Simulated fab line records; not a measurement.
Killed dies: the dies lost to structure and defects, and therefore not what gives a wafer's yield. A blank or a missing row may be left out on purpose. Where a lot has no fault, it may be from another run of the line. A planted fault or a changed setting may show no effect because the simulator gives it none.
fab line records | flow n5_finfet
record: lots: 7 wafers: 21
route steps=1938 shown BEOL_M0_CUTY@705 BEOL_M0@715 BEOL_M1@770 BEOL_M2@851 BEOL_M3@931
start_h: start of the lot's first displayed wafer, in hours after the record's first day | wait_h: time in hours since the lot's previous step | " as in the row above | L1.1+2: one row covering several wafers at once | - value missing, or start not given | * or withheld: withheld | < > ~ a bound
route shown NAME@n: a module of which the file shows steps, and the number in the route of the first | usual: mean/standard deviation taken from wafers without a fault | same: alike in all rows | chamber/n: place in a boat | sites: per-site readings | _std_site: the standard deviation of these | _edge_site: outer sites' mean less inner sites' | radius_mm: for every site, how far away it sits from the centre of the wafer | mask NAME#n: copy n | behind: tool/chamber where the wafer was last shaped | hold: the reason the lot was held/the length of the hold in hours/how it ended | device: the transistor (n, p or np) that didn't switch | end of line: at the end of the route, the tests of the same wafers | a step without rows: its recipe alone | killed: not the wafer's yield, but the dies lost to structure and defects at the first sort | map: the dies of a wafer, with x for killed, . for not killed, _ for no die there
set.NAME: the setting as run; set.NAME@STEP: as run at that earlier step | model.NAME: the simulator's own value behind a step, which no gauge read
one table per step and one row per wafer, for lots whose settings were changed on purpose
== steps ==
step: N5_BEOL_M0_CUTY_EXPOSE_54
recipe: mask_id: M0_ABLK na: 1.35 source_shape: conventional sigma_outer: 0.8 polarization: unpolarized dose_mj: 36
columns lot.wafer tool chamber start_h wait_h mask set.dose_mj
L081.2+3 arfi_scanner-02 0 154.09 - M0_ABLK#0 36
L081.6 " 0 " " M0_ABLK#0 37.98
L082.2+5 arfi_scanner-03 0 166.05 - M0_ABLK#0 36
L082.3 " 0 " " M0_ABLK#0 34.65
L087.1 arfi_scanner-03 0 195.34 - M0_ABLK#0 36
L087.3+5 " 0 " " M0_ABLK#0 34.35
L088.1+4+5 arfi_scanner-02 0 195.94 - M0_ABLK#0 36
L089.3+5 arfi_scanner-03 0 202.16 - M0_ABLK#0 36
L089.4 " 0 " " M0_ABLK#0 35.13
L092.2+5 arfi_scanner-03 0 223.37 - M0_ABLK#0 36.73
L092.6 " 0 " " M0_ABLK#0 36
L096.3+4+5 arfi_scanner-02 0 248.55 - M0_ABLK#0 36
step: N5_BEOL_M0_CUTY_PEB_55
recipe: peb_temp_c: 110 peb_time_s: 60 resist: CAR-ArF-block
step: N5_BEOL_M0_CUTY_DEVELOP_56
recipe: develop_time_s: 30 developer: TMAH resist: CAR-ArF-block rinse_liquid: diw dry: air_spin dev_temp_c: 23
step: N5_BEOL_M0_CUTY_DESCUM_61
recipe: chemistry: O2 time_s: 7.9 source_power_w: 50 bias_power_w: 20 pressure_mtorr: 20 rf_frequency_hz: 2.712e+07 temp_c: 40 resist: CAR-ArF-block o2_flow_sccm: 225
step: N5_BEOL_M0_CUTY_ETCH_62
recipe: chemistry: CF4 target: SiARC mask_material: CAR-ArF-block time_s: 58.5 ion_energy_ev: 80 pressure_mtorr: 40 source_w: 545 bias_w: 36 Ar_flow_sccm: 100 cf4_flow_sccm: 100 ends: cleared
columns lot.wafer tool chamber start_h wait_h set.dose_mj@BEOL_M0_CUTY_EXPOSE_54 model.BEOL_M0_CUTY.cd_offset_nm
L081.2 rie_diel-06 1 154.33 0.0 36 0
L081.3 " 0 " " 36 0.6
L081.6 " 1 " " 37.98 -5.2
L082.2 rie_diel-06 3 166.29 0.0 36 0
L082.3 " 1 " " 34.65 2.2
L082.5 " 1 " " 36 1.2
L087.1 rie_diel-02 1 195.59 0.0 36 -0.8
L087.3 " 3 " " 34.35 1.8
L087.5 " 2 " " 34.35 1.6
L088.1 rie_diel-06 1 196.27 0.0 36 -1.4
L088.4 " 3 " " 36 -0.6
L088.5 " 2 " " 36 -2.4
L089.3 rie_diel-06 0 202.41 0.0 36 0.2
L089.4 " 2 " " 35.13 2
L089.5 " 0 " " 36 -0.8
L092.2 rie_diel-02 2 223.61 0.0 36.73 -2.2
L092.5 " 1 " " 36.73 -3
L092.6 " 2 " " 36 -1.4
L096.3 rie_diel-04 1 248.78 0.0 36 -1.8
L096.4 " 0 " " 36 -0.2
L096.5 " 3 " " 36 0.2
step: N5_BEOL_M0_CUTY_ETCH_63
recipe: chemistry: N2/H2 target: SOC target_depth_a: 827 overetch_a: 165 mask_material: SiARC temp_c: 40 ion_energy_ev: 200 time_s: 124 pressure_mtorr: 30 source_w: 840 bias_w: 150 n2_flow_sccm: 200 h2_flow_sccm: 200
columns lot.wafer tool chamber start_h wait_h set.dose_mj@BEOL_M0_CUTY_EXPOSE_54 model.BEOL_M0_CUTY.cd_offset_nm
L081.2 rie_diel-06 1 154.38 0.0 36 0
L081.3 " 0 " " 36 0.8
L081.6 " 1 " " 37.98 -5
L082.2 rie_diel-06 3 166.34 0.0 36 -0.2
L082.3 " 1 " " 34.65 2.2
L082.5 " 1 " " 36 1
L087.1 rie_diel-02 1 195.63 0.0 36 -0.8
L087.3 " 3 " " 34.35 1.8
L087.5 " 2 " " 34.35 1.4
L088.1 rie_diel-06 1 196.31 0.0 36 -1.4
L088.4 " 3 " " 36 -0.4
L088.5 " 2 " " 36 -2
L089.3 rie_diel-06 0 202.45 0.0 36 0
L089.4 " 2 " " 35.13 2.4
L089.5 " 0 " " 36 -1
L092.2 rie_diel-02 2 223.66 0.0 36.73 -2.2
L092.5 " 1 " " 36.73 -3
L092.6 " 2 " " 36 -1.6
L096.3 rie_diel-04 1 248.83 0.0 36 -1.6
L096.4 " 0 " " 36 -0.4
L096.5 " 3 " " 36 0.2
step: N5_BEOL_M0_ETCH_138
recipe: chemistry: CH3F/O2 target_depth_a: 120 target: SiCN time_s: 31.6 ion_energy_ev: 120 pressure_mtorr: 30 source_w: 395 bias_w: 75 Ar_flow_sccm: 150 CH3F_flow_sccm: 30 O2_flow_sccm: 20 ends: cleared
usual: rf_vpp_V: 296.8/1.4
columns lot.wafer tool chamber start_h wait_h set.source_w rf_vpp_V
L081.2 rie_diel-06 1 154.50 0.0 395 295.5
L081.3 " 0 " " 413.8 291.5
L081.6 " 1 " " 413.8 291.5
L082.2 rie_diel-06 3 166.46 0.0 395 296.9
L082.3 " 1 " " 395 297.2
L082.5 " 1 " " 395 295.9
L087.1 rie_diel-02 1 195.76 0.0 395 294.9
L087.3 " 3 " " 461.9 281.4
L087.5 " 2 " " 395 298.2
L088.1 rie_diel-06 1 196.44 0.0 395 296.5
L088.4 " 3 " " 395 295.6
L088.5 " 2 " " 395 298.0
L089.3 rie_diel-06 0 202.58 0.0 433.7 287.1
L089.4 " 2 " " 395 296.9
L089.5 " 0 " " 395 295.5
L092.2 rie_diel-02 2 223.78 0.0 395 298.8
L092.5 " 1 " " 395 296.1
L092.6 " 2 " " 395 298.6
L096.3 rie_diel-04 1 248.95 0.0 395 297.6
L096.4 " 0 " " 395 296.7
L096.5 " 3 " " 395 293.5
step: N5_BEOL_M1_ETCH_64
recipe: chemistry: N2/H2 target: SOC target_depth_a: 750 overetch_a: 150 mask_material: SiARC temp_c: 40 time_s: 112.5 ion_energy_ev: 200 pressure_mtorr: 30 source_w: 840 bias_w: 150 n2_flow_sccm: 200 h2_flow_sccm: 200
usual: rf_vpp_V: 522.8/1.8
columns lot.wafer tool chamber start_h wait_h set.source_w rf_vpp_V
L081.2 rie_diel-01 2 160.37 0.0 840 522.1
L081.3 " 0 " " 840 524.0
L081.6 " 3 " " 840 520.6
L082.2 rie_diel-05 3 174.46 0.0 840 525.8
L082.3 " 1 " " 840 525.4
L082.5 " 2 " " 914.8 509.4
L088.1 rie_diel-03 3 206.84 0.0 840 522.9
L088.4 " 0 " " 702.3 555.9
L088.5 " 0 " " 840 521.7
L087.1 rie_diel-03 1 207.18 0.0 937.4 503.6
L087.3 " 3 " " 840 522.6
L087.5 " 3 " " 840 522.4
L089.3 rie_diel-01 3 213.85 0.0 840 522.0
L089.4 " 0 " " 840 522.8
L089.5 " 1 " " 955.1 497.5
L092.2 rie_diel-01 3 232.01 0.0 840 521.1
L092.5 " 3 " " 840 521.7
L092.6 " 0 " " 959.5 500.5
L096.3 rie_diel-03 1 261.77 0.0 840 520.7
L096.4 " 0 " " 840 522.6
L096.5 " 3 " " 840 522.5
step: N5_BEOL_M2_EXPOSE_08
recipe: mask_id: M2 na: 0.33 source_shape: dipole sigma_inner: 0.369 sigma_outer: 0.767 polarization: unpolarized dose_mj: 41.25
columns lot.wafer tool chamber start_h wait_h mask set.dose_mj
L081.2+3 euv_scanner-01 0 170.32 - M2#0 41.25
L081.6 " 0 " " M2#0 39.17
L082.2 euv_scanner-02 0 185.67 - M2#0 41.25
L082.3+5 " 0 " " M2#0 38.17
L088.1+4 euv_scanner-01 0 214.92 - M2#0 41.25
L088.5 " 0 " " M2#0 39.39
L087.1+3+5 euv_scanner-01 0 220.43 - M2#0 41.25
L089.3+4+5 euv_scanner-01 0 225.56 - M2#0 41.25
L092.2 euv_scanner-02 0 241.35 - M2#0 41.25
L092.5+6 " 0 " " M2#0 43.12
L096.3+4+5 euv_scanner-01 0 267.99 - M2#0 41.25
step: N5_BEOL_M2_DESCUM_16
recipe: chemistry: O2 time_s: 7 source_power_w: 50 bias_power_w: 20 pressure_mtorr: 20 rf_frequency_hz: 2.712e+07 temp_c: 40 resist: CAR-EUV o2_flow_sccm: 225
columns lot.wafer tool chamber start_h wait_h set.time_s
L081.2 rie_diel-06 1 170.60 0.1 5.98
L081.3+6 " 0 " " 7
L082.2+3+5 rie_diel-06 3,1,1 185.91 0.0 7
L088.1+5 rie_diel-06 3,1 215.17 0.0 6.475
L088.4 " 2 " " 7
L087.1+5 rie_diel-02 2,3 220.73 0.1 7
L087.3 " 0 " " 8.021
L089.3+4+5 rie_diel-04 2,0,1 225.83 0.1 7
L092.2+5+6 rie_diel-02 3,3,1 241.72 0.2 7
L096.3+4+5 rie_diel-06 1,3,1 268.23 0.0 7
step: N5_BEOL_M2_ETCH_74
recipe: chemistry: N2/H2 target: underlayer target_depth_a: 65 mask_material: CAR-EUV time_s: 5.2 ion_energy_ev: 200 pressure_mtorr: 30 source_w: 840 bias_w: 150 n2_flow_sccm: 200 h2_flow_sccm: 200 ends: cleared
columns lot.wafer tool chamber start_h wait_h set.dose_mj@BEOL_M2_EXPOSE_08 model.BEOL_M2.cd_offset_nm
L081.2+3 rie_diel-06 1,0 170.63 0.0 41.25 -0.4
L081.6 " 0 " " 39.17 -1
L082.2 rie_diel-06 3 185.95 0.0 41.25 -0.2
L082.3+5 " 1 " " 38.17 -1.8
L088.1 rie_diel-06 3 215.20 0.0 41.25 0.2
L088.4 " 2 " " 41.25 0
L088.5 " 1 " " 39.39 -1
L087.1+3 rie_diel-02 2,0 220.76 0.0 41.25 -0.2
L087.5 " 3 " " 41.25 -0.4
L089.3 rie_diel-04 2 225.86 0.0 41.25 0.2
L089.4 " 0 " " 41.25 0
L089.5 " 1 " " 41.25 -0.2
L092.2 rie_diel-02 3 241.75 0.0 41.25 -0.2
L092.5 " 3 " " 43.12 0.6
L092.6 " 1 " " 43.12 0.4
L096.3 rie_diel-06 1 268.26 0.0 41.25 -0.4
L096.4+5 " 3,1 " " 41.25 -0.2
step: N5_BEOL_M2_ETCH_63
recipe: chemistry: CF4 target: SiARC target_depth_a: 156 mask_material: CAR-EUV time_s: 26 ion_energy_ev: 80 pressure_mtorr: 40 source_w: 545 bias_w: 36 Ar_flow_sccm: 100 cf4_flow_sccm: 100 ends: cleared
columns lot.wafer tool chamber start_h wait_h set.dose_mj@BEOL_M2_EXPOSE_08 model.BEOL_M2.cd_offset_nm
L081.2 rie_diel-06 1 170.65 0.0 41.25 -0.4
L081.3 " 0 " " 41.25 -0.2
L081.6 " 0 " " 39.17 -1
L082.2 rie_diel-06 3 185.96 0.0 41.25 0
L082.3+5 " 1 " " 38.17 -1.8
L088.1 rie_diel-06 3 215.22 0.0 41.25 0.2
L088.4 " 2 " " 41.25 -0.2
L088.5 " 1 " " 39.39 -1
L087.1 rie_diel-02 2 220.78 0.0 41.25 -0.2
L087.3 " 0 " " 41.25 0
L087.5 " 3 " " 41.25 -0.4
L089.3 rie_diel-04 2 225.88 0.0 41.25 0.4
L089.4+5 " 0,1 " " 41.25 -0.2
L092.2 rie_diel-02 3 241.77 0.0 41.25 -0.2
L092.5 " 3 " " 43.12 0.6
L092.6 " 1 " " 43.12 0.4
L096.3 rie_diel-06 1 268.28 0.0 41.25 -0.4
L096.4 " 3 " " 41.25 0.2
L096.5 " 1 " " 41.25 -0.2
step: N5_BEOL_M2_ETCH_64
recipe: chemistry: N2/H2 target: SOC target_depth_a: 750 overetch_a: 225 mask_material: SiARC temp_c: 40 time_s: 121.9 ion_energy_ev: 200 pressure_mtorr: 30 source_w: 840 bias_w: 150 n2_flow_sccm: 200 h2_flow_sccm: 200
step: N5_BEOL_M2_STRIP_65
recipe: chemistry: N2/H2 temp_c: 40 n2_flow_sccm: 200 h2_flow_sccm: 200 rf_frequency_hz: 6e+07
step: N5_BEOL_M2_STRIP_75
recipe: chemistry: N2/H2 temp_c: 40 n2_flow_sccm: 200 h2_flow_sccm: 200 rf_frequency_hz: 6e+07
step: N5_BEOL_M2_STRIP_66
recipe: chemistry: CF4 resist: SiARC power_w: 300 bias_power_w: 75 pressure_mtorr: 50 cf4_flow_sccm: 150 rf_frequency_hz: 6e+07
step: N5_BEOL_M2_HM_OPEN_17
recipe: chemistry: Cl2/BCl3 target_depth_a: 200 overetch_a: 60 target: TiN mask_material: SOC ion_energy_ev: 150 pressure_mtorr: 10 icp_w: 1000 bias_w: 126 Cl2_flow_sccm: 53.25 bcl3_flow_sccm: 21.75 Ar_flow_sccm: 25
columns lot.wafer tool chamber start_h wait_h set.dose_mj@BEOL_M2_EXPOSE_08 model.BEOL_M2.cd_offset_nm
L081.2 rie_metal-03 1 170.85 0.0 41.25 -0.2
L081.3 " 0 " " 41.25 0
L081.6 " 1 " " 39.17 -0.4
L082.2 rie_metal-01 1 186.17 0.0 41.25 -0.2
L082.3 " 0 " " 38.17 -1.8
L082.5 " 1 " " 38.17 -1.6
L088.1 rie_metal-02 1 215.42 0.0 41.25 0
L088.4 " 0 " " 41.25 -0.4
L088.5 " 1 " " 39.39 -1
L087.1 rie_metal-01 0 220.98 0.0 41.25 0.6
L087.3 " 0 " " 41.25 0.4
L087.5 " 1 " " 41.25 0.2
L089.3+4 rie_metal-03 0,1 226.11 0.1 41.25 0.4
L089.5 " 1 " " 41.25 0
L092.2 rie_metal-01 1 241.97 0.0 41.25 0.4
L092.5 " 0 " " 43.12 1.2
L092.6 " 1 " " 43.12 1
L096.3 rie_metal-03 1 268.51 0.1 41.25 -0.4
L096.4 " 0 " " 41.25 0
L096.5 " 0 " " 41.25 -0.6
step: N5_BEOL_M2_ALD_98
recipe: material: SiO2 target_thk_a: 25 temp_c: 100 ald_precursor_family: BDEAS ald_co_reactant: O2-plasma pulse_time_s: 1 co_reactant_pulse_time_s: 1 purge_time_s: 2 co_reactant_purge_time_s: 2 ald_cycles: 17 pressure_torr: 2
columns lot.wafer tool chamber start_h wait_h set.ald_cycles model.SiO2_of_BEOL_M2_ALD_98.thk_nm
L081.2 ald_sin-03 3 171.73 0.1 17 2.6
L081.3+6 " 0 " " 20 3
L082.2 ald_sin-03 2 187.21 0.2 14 2
L082.3+5 " 1,2 " " 17 2.6
L088.1+4 ald_sin-01 0,3 216.19 0.1 17 2.6
L088.5 " 1 " " 17 2.4
L087.1 ald_sin-04 1 222.13 0.3 16 2.4
L087.3+5 " 3,1 " " 17 2.4
L089.3 ald_sin-01 3 226.92 0.1 17 2.4
L089.4+5 " 1,0 " " 17 2.6
L092.2 ald_sin-04 0 242.96 0.1 19 2.8
L092.5 " 3 " " 17 2.4
L092.6 " 2 " " 17 2.6
L096.3+4 ald_sin-04 0,3 269.57 0.3 17 2.4
L096.5 " 3 " " 17 2.6
step: N5_BEOL_M3_ILD_DEP_00
recipe: material: SiOC target_thk_a: 790 temp_c: 350 precursor: DEMS/O2 pressure_torr: 5 rf_w: 500 time_s: 15.3
columns lot.wafer tool chamber start_h wait_h set.time_s model.SiOC_of_BEOL_M3_ILD_DEP_00.thk_nm
L081.2 pecvd-02 0 178.52 0.0 13.55 69.2
L081.3 " 2 " " 15.3 78.2
L081.6 " 0 " " 15.3 80.2
L082.2 pecvd-04 1 192.54 0.0 15.3 79.2
L082.3 " 0 " " 15.3 77.2
L082.5 " 1 " " 14.71 76
L088.1 pecvd-03 2 221.46 0.0 15.3 78.4
L088.4 " 1 " " 15.3 79.4
L088.5 " 0 " " 13.3 69.6
L087.1 pecvd-02 1 232.00 0.0 15.3 77.6
L087.3 " 2 " " 17.44 88.4
L087.5 " 1 " " 17.44 89.8
L089.3 pecvd-02 0 233.01 0.0 16.57 85
L089.4 " 2 " " 15.3 78.8
L089.5 " 0 " " 16.57 86.8
L092.2 pecvd-03 0 260.23 0.0 15.3 80.4
L092.5 " 2 " " 15.3 79.6
L092.6 " 0 " " 15.3 81
L096.3 pecvd-03 1 276.17 0.0 15.3 77
L096.4 " 1 " " 15.3 79.6
L096.5 " 0 " " 15.3 80.8
step: N5_BEOL_M3_THK_MEAS_01
recipe: reads: SiOC_of_BEOL_M3_ILD_DEP_00
usual: M3_ILD_THK: 79.1/1
columns lot.wafer tool chamber start_h wait_h set.time_s@BEOL_M3_ILD_DEP_00 M3_ILD_THK[nm]
L081.2 film_metro-02 - 178.59 0.1 13.55 69.1
L081.3 " - " " 15.3 78.1
L081.6 " - " " 15.3 80.2
L082.2 film_metro-02 - 192.60 0.1 15.3 79.2
L082.3 " - " " 15.3 77.2
L082.5 " - " " 14.71 76.1
L088.1 film_metro-02 - 221.53 0.0 15.3 78.4
L088.4 " - " " 15.3 79.4
L088.5 " - " " 13.3 69.7
L087.1 film_metro-02 - 232.06 0.0 15.3 77.5
L087.3 " - " " 17.44 88.4
L087.5 " - " " 17.44 89.8
L089.3 film_metro-02 - 233.08 0.1 16.57 84.9
L089.4 " - " " 15.3 78.7
L089.5 " - " " 16.57 86.8
L092.2 film_metro-02 - 260.32 0.1 15.3 80.4
L092.5 " - " " 15.3 79.6
L092.6 " - " " 15.3 81.1
L096.3 film_metro-01 - 276.23 0.1 15.3 77.0
L096.4 " - " " 15.3 79.6
L096.5 " - " " 15.3 80.7
step: N5_BEOL_M3_COAT_05
recipe: resist: CAR-EUV spin_rpm: 1500 resist_thk_nm: 30
columns lot.wafer tool chamber start_h wait_h set.spin_rpm model.CAR-EUV_of_BEOL_M3_COAT_05.thk_nm
L081.2+6 litho_track-04 0 - - 1500 30
L081.3 " 0 " " 1621 28.8
L082.2 litho_track-02 0 - - 1662 28.4
L082.3+5 " 0 " " 1500 30
L088.1+4 litho_track-02 0 - - 1500 30
L088.5 " 0 " " 1500 29.8
L087.1+3 litho_track-02 0 - - 1500 30.2
L087.5 " 0 " " 1350 31.8
L089.3+4+5 litho_track-02 0 - - 1500 30
L092.2 litho_track-01 0 - - 1634 28.8
L092.5 " 0 " " 1634 28.6
L092.6 " 0 " " 1500 30
L096.3+5 litho_track-04 0 - - 1500 30.2
L096.4 " 0 " " 1500 30
step: N5_BEOL_M3_EBR_07
recipe: solvent: PGMEA ebr_width_mm: 1.5
step: N5_BEOL_M3_SOFTBAKE_06
recipe: temp_c: 110 time_s: 60 resist: CAR-EUV
step: N5_BEOL_M3_EXPOSE_08
recipe: mask_id: M3 na: 0.33 source_shape: dipole sigma_inner: 0.369 sigma_outer: 0.767 polarization: unpolarized dose_mj: 33
step: N5_BEOL_M3_PEB_09
recipe: peb_temp_c: 100 peb_time_s: 60 resist: CAR-EUV
step: N5_BEOL_M3_DEVELOP_10
recipe: develop_time_s: 30 developer: TMAH resist: CAR-EUV rinse_liquid: surfactant_rinse dry: air_spin dev_temp_c: 23
columns lot.wafer tool chamber start_h wait_h set.spin_rpm@BEOL_M3_COAT_05 model.CAR-EUV_of_BEOL_M3_COAT_05.thk_nm
L081.2+6 litho_track-01 0 - - 1500 29.6
L081.3 " 0 " " 1621 28.4
L082.2 litho_track-01 0 - - 1662 28
L082.3+5 " 0 " " 1500 29.4
L088.1+5 litho_track-04 0 - - 1500 29.4
L088.4 " 0 " " 1500 29.6
L087.1 litho_track-04 0 - - 1500 29.8
L087.3 " 0 " " 1500 29.6
L087.5 " 0 " " 1350 31.2
L089.3+4+5 litho_track-02 0 - - 1500 29.6
L092.2+5 litho_track-04 0 - - 1634 28.2
L092.6 " 0 " " 1500 29.6
L096.3+4+5 litho_track-04 0 - - 1500 29.6
step: N5_BEOL_M3_DESCUM_16
recipe: chemistry: O2 time_s: 7 source_power_w: 50 bias_power_w: 20 pressure_mtorr: 20 rf_frequency_hz: 2.712e+07 temp_c: 40 resist: CAR-EUV o2_flow_sccm: 225
columns lot.wafer tool chamber start_h wait_h set.spin_rpm@BEOL_M3_COAT_05 model.CAR-EUV_of_BEOL_M3_COAT_05.thk_nm
L081.2+6 rie_diel-03 2,3 179.72 0.0 1500 26
L081.3 " 1 " " 1621 24.8
L082.2 rie_diel-05 3 195.27 0.0 1662 24.4
L082.3+5 " 0,1 " " 1500 26
L088.1+4+5 rie_diel-01 1,3,0 225.96 0.1 1500 26
L087.1 rie_diel-05 0 232.99 0.0 1500 26.2
L087.3 " 3 " " 1500 26
L087.5 " 1 " " 1350 27.8
L089.3+4+5 rie_diel-03 3,2,0 234.63 0.2 1500 26
L092.2 rie_diel-05 2 261.13 0.0 1634 24.8
L092.5 " 0 " " 1634 24.6
L092.6 " 1 " " 1500 26.2
L096.3 rie_diel-05 3 281.11 0.0 1500 26
L096.4+5 " 1,2 " " 1500 26.2
== key ==
split: step: N5_BEOL_M0_CUTY_EXPOSE_54 setting: dose_mj stated: 36 by: wafer
response: step: N5_BEOL_M0_CUTY_ETCH_62 reading: model.BEOL_M0_CUTY.cd_offset_nm change: -0.74 per: 1% r: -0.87
response: step: N5_BEOL_M0_CUTY_ETCH_63 reading: model.BEOL_M0_CUTY.cd_offset_nm change: -0.75 per: 1% r: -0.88
split: step: N5_BEOL_M0_ETCH_138 setting: source_w stated: 395 by: wafer
response: step: N5_BEOL_M0_ETCH_138 reading: rf_vpp_V change: -0.901 per: 1% r: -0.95
split: step: N5_BEOL_M1_ETCH_64 setting: source_w stated: 840 by: wafer
response: step: N5_BEOL_M1_ETCH_64 reading: rf_vpp_V change: -1.78 per: 1% r: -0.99
split: step: N5_BEOL_M2_EXPOSE_08 setting: dose_mj stated: 41.25 by: wafer
response: step: N5_BEOL_M2_ETCH_74 reading: model.BEOL_M2.cd_offset_nm change: +0.189 per: 1% r: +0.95
response: step: N5_BEOL_M2_ETCH_63 reading: model.BEOL_M2.cd_offset_nm change: +0.202 per: 1% r: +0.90
response: step: N5_BEOL_M2_HM_OPEN_17 reading: model.BEOL_M2.cd_offset_nm change: +0.16 per: 1% r: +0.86
split: step: N5_BEOL_M2_DESCUM_16 setting: time_s stated: 7 by: wafer
response none clear
split: step: N5_BEOL_M2_ALD_98 setting: ald_cycles stated: 17 by: wafer
response: step: N5_BEOL_M2_ALD_98 reading: model.SiO2_of_BEOL_M2_ALD_98.thk_nm change: +0.0266 per: 1% r: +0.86
split: step: N5_BEOL_M3_ILD_DEP_00 setting: time_s stated: 15.3 by: wafer
response: step: N5_BEOL_M3_ILD_DEP_00 reading: model.SiOC_of_BEOL_M3_ILD_DEP_00.thk_nm change: +0.799 per: 1% r: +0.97
response: step: N5_BEOL_M3_THK_MEAS_01 reading: M3_ILD_THK change: +0.801 per: 1% r: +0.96
split: step: N5_BEOL_M3_COAT_05 setting: spin_rpm stated: 1500 by: wafer
response: step: N5_BEOL_M3_COAT_05 reading: model.CAR-EUV_of_BEOL_M3_COAT_05.thk_nm change: -0.151 per: 1% r: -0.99
response: step: N5_BEOL_M3_DEVELOP_10 reading: model.CAR-EUV_of_BEOL_M3_COAT_05.thk_nm change: -0.145 per: 1% r: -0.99
response: step: N5_BEOL_M3_DESCUM_16 reading: model.CAR-EUV_of_BEOL_M3_COAT_05.thk_nm change: -0.159 per: 1% r: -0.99
